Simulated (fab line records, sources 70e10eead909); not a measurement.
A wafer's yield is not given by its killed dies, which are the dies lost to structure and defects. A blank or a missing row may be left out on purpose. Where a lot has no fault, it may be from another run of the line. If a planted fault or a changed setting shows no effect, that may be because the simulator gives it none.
Chamber matching	flow nandHarc	NHARC_A_STAIRCASE_DEP_417 on pecvd-03 has 3 sister chambers
The step deposits Si3N4, target thk 60 nm. 3 wafers are shown with their chamber, then 9 later ones without.

## EACH WAFER AND ITS CHAMBER
wafer	chamber	showerheadVppV (V)
L083.4	1	1270
L088.2	2	1342
L088.6	0	1254

## WAFERS WITH NO CHAMBER GIVEN
wafer	showerheadVppV (V)
L091.1	1260
L091.3	1227
L091.4	1288
L092.1	1226
L092.5	1329
L092.6	1226
L097.1	1337
L097.4	1226
L097.5	1267

## WHICH CHAMBER EACH WENT THROUGH
wafer	from the rows above	in truth
L091.1	can't be placed: 0 or 1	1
L091.3	can't be placed: 0 or 1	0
L091.4	can't be placed: 1 or 0 or 2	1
L092.1	can't be placed: 0 or 1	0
L092.5	2	2
L092.6	can't be placed: 0 or 1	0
L097.1	2	2
L097.4	can't be placed: 0 or 1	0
L097.5	can't be placed: 1 or 0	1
Placed correctly: 2 of 9. Can't be placed from these rows: 7 (the true chamber is among the candidates in 7). Number placed wrongly: 0.
How it was worked out, from the rows above alone: a wafer's distance from a chamber is the root of the sum, over the readings, of the square of ((its reading less the chamber's mean) divided by the reading's scatter). The wafer belongs to the nearest chamber; if the next one is less than 2 further off, it can't be placed. For every chamber, the mean is computed from those of its wafers that are shown. The scatter: with one shown wafer a chamber, the root of the mean of the squares of how far each hidden wafer lies from its nearest shown one.
